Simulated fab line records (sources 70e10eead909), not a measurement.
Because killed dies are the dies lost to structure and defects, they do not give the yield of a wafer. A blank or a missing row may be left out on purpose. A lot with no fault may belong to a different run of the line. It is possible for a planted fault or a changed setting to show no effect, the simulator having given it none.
One fault seen from 2 desks -- flow nand_harc -- each desk holds nothing but its own numbers, with what lay behind them at the end

## TOOL OWNER'S DESK, litho_track-01
The tool's own readings at NHARC_A_CHANNEL_HOLE_D2_PEB_08 (peb time 65 s): means of the sampled wafers that have a number, for each lot that ran on this tool. A lot is out of limits, marked OUT, if its mean lies more than 4 standard deviations from the usual mean; the brackets give that distance.
Columns: A = chill_plate_temp_C at NHARC_A_CHANNEL_HOLE_D2_PEB_08, usual 23.02 C; B = exhaust_pa at NHARC_A_CHANNEL_HOLE_D2_PEB_08, usual 44.8 Pa; C = plate_temp_C at NHARC_A_CHANNEL_HOLE_D2_PEB_08, usual 100.04 C; D = resist_line_temp_C at NHARC_A_CHANNEL_HOLE_D2_PEB_08, usual 22.99 C
lot,first seen here,A,B,C,D
L261,day 13 14:32,22.94,45.1,99.91,23.07
L263,day 14 03:44,22.95,44.8,99.96,22.99
L268,day 16 15:54,22.97,45.0,100.08,22.90
L280,day 21 12:30,22.98,45.6,100.07,23.04
L283,day 22 08:13,23.17,43.9,100.05,23.01
Result from this desk: across the 5 lots, nothing is out of limits.

## THE METROLOGY DESK
Means of the sampled wafers that have a number, per lot and without regard to the tool the lot ran on: this is what the gauges read. A lot is out of limits, marked OUT, if its mean lies more than 4 standard deviations from the usual mean; the brackets give that distance.
Columns: A = thk_nm at NHARC_A_ONON_D2_THK_MEAS_11, usual 1001 nm
lot,first seen here,A
L261,day 12 21:41,1005
L262,day 13 09:14,999
L263,day 13 09:14,998
L266,day 15 01:53,997
L267,day 15 21:46,998
L268,day 15 21:48,995
L272,day 17 13:45,1003
L276,day 19 08:52,990
L275,day 19 08:53,1020
L280,day 20 20:41,1005
L281,day 21 02:35,1001
L282,day 21 16:08,1006
L283,day 21 16:08,977
L284,day 22 02:40,1004
Result from this desk: across the 14 lots, nothing is out of limits.

## ALL TOGETHER
The tool owner's desk saw nothing out of limits.
Metrology desk: nothing out of limits seen.

## WHAT THE SIMULATOR HAD PUT IN
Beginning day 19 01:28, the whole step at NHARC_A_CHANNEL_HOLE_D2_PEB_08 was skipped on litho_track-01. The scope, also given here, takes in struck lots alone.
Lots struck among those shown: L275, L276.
